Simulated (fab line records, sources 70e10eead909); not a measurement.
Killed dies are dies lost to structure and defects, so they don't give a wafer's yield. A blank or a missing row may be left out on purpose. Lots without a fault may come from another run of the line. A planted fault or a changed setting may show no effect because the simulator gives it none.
Which tool did it? | flow nand_harc | 12 lots, 36 wafers sampled, at 5 steps of a route of 1302

WHAT THE GAUGES READ, wafer by wafer
NHARC_A_STAIRCASE_INSPECT_155.
lot  | measured     | on                | raw_defect_count
L076 | day 19 17:20 | defect_inspect-01 | 378 262 304
L078 | day 20 08:02 | defect_inspect-02 | 302 608 351
L079 | day 21 05:30 | defect_inspect-01 | 329 316 369
L082 | day 22 17:18 | defect_inspect-02 | 416 576 338
L085 | day 23 20:55 | defect_inspect-01 | 627 495 315
L083 | day 23 21:13 | defect_inspect-01 | 530 440 490
L086 | day 24 08:34 | defect_inspect-02 | 588 395 449
L090 | day 24 22:39 | defect_inspect-01 | 444 296 310
L091 | day 26 06:57 | defect_inspect-01 | 761 333 469
L094 | day 27 07:38 | defect_inspect-02 | 564 351 390
L095 | day 27 19:35 | defect_inspect-01 | 531 270 325
L097 | day 29 05:52 | defect_inspect-01 | 370 566 607

WHICH TOOL RAN EACH LOT (tool, then ch and the chambers of the sampled wafers, then the start)
lot  | NHARC_A_STAIRCASE_DESCUM_443       | NHARC_A_STAIRCASE_CMP_152     | NHARC_A_STAIRCASE_ETCHBACK_422     | NHARC_A_STAIRCASE_STRIP_475
L076 | rie_diel-09 ch 0,1, day 19 10:17   | cmp-04 ch 0,3, day 19 15:38   | rie_diel-11 ch 0,1,3, day 19 16:05 | rie_diel-11 ch 0,1,3, day 19 17:20 or earlier
L078 | rie_diel-09 ch 0,2,3, day 20 00:40 | cmp-04 ch 0,1,2, day 20 06:05 | rie_diel-11 ch 0,1,3, day 20 06:37 | rie_diel-11 ch 0,1,3, day 20 08:02 or earlier
L079 | rie_diel-11 ch 2,3, day 20 22:22   | cmp-03 ch 0,1,3, day 21 03:43 | rie_diel-09 ch 1,2, day 21 04:12   | rie_diel-11 ch 0,1,3, day 21 05:30 or earlier
L082 | rie_diel-09 ch 2,3, day 22 10:06   | cmp-04 ch 0,1, day 22 15:27   | rie_diel-11 ch 1,2,3, day 22 15:55 | rie_diel-05 ch 2,3, day 22 17:18 or earlier
L085 | rie_diel-09 ch 0,2,3, day 23 13:51 | cmp-04 ch 1,2,3, day 23 19:13 | rie_diel-11 ch 0,1,2, day 23 19:40 | rie_diel-09 ch 0,2,3, day 23 20:55 or earlier
L083 | rie_diel-05 ch 1,2, day 23 14:02   | cmp-04 ch 0,1, day 23 19:31   | rie_diel-05 ch 0,2, day 23 19:58   | rie_diel-05 ch 0,3, day 23 21:13 or earlier
L086 | rie_diel-09 ch 0,1, day 24 01:01   | cmp-01 ch 1,2, day 24 06:28   | rie_diel-11 ch 0,1,2, day 24 06:56 | rie_diel-05 ch 1,3, day 24 08:34 or earlier
L090 | rie_diel-05 ch 1,3, day 24 15:35   | cmp-03 ch 1,3, day 24 20:56   | rie_diel-05 ch 0,1,2, day 24 21:24 | rie_diel-11 ch 0,1, day 24 22:39 or earlier
L091 | rie_diel-11 ch 2,3, day 25 23:46   | cmp-01 ch 0,3, day 26 05:09   | rie_diel-05 ch 0,1,2, day 26 05:39 | rie_diel-11 ch 0,1,3, day 26 06:14
L094 | rie_diel-09 ch 0,2,3, day 27 00:32 | cmp-01 ch 0,1,3, day 27 05:55 | rie_diel-09 ch 0,3, day 27 06:23   | rie_diel-05 ch 0,1,2, day 27 07:38 or earlier
L095 | rie_diel-09 ch 0,2,3, day 27 12:33 | cmp-04 ch 0,2,3, day 27 17:53 | rie_diel-05 ch 0,1,2, day 27 18:21 | rie_diel-09 ch 0,2,3, day 27 19:35 or earlier
L097 | rie_diel-05 ch 0,1,3, day 28 22:49 | cmp-03 ch 0,2,3, day 29 04:09 | rie_diel-05 ch 0,2,3, day 29 04:38 | rie_diel-05 ch 1,2,3, day 29 05:52 or earlier
- NHARC_A_STAIRCASE_DESCUM_443: chemistry O2, time 3 s.
- NHARC_A_STAIRCASE_CMP_152: polishes.
- NHARC_A_STAIRCASE_ETCHBACK_422: etches the open film in CH3F/O2, target depth 40 nm, time 74.286 s.
- NHARC_A_STAIRCASE_STRIP_475: strips in O2, time 20 s.

THE ANSWER, worked out from the rows above alone
Rule: what is usual is taken from the lots themselves. Put in order of their means at a reading, lots are off if they are a third of the lots or fewer, leave a main group of 4 or more, and stand apart from it by a gap of 3 or more times the standard deviation of the main group's means; of several such gaps the widest counts. A main group whose means are all the same, to the digits that the tables above print for the reading, isn't used. A lot without any number at a reading at which 4 lots or more have one is off too. The other lots that the step has rows for count as sound.
No lot is off at any reading shown: from this, nothing can be told.

WHAT THE SIMULATOR HAD PUT IN
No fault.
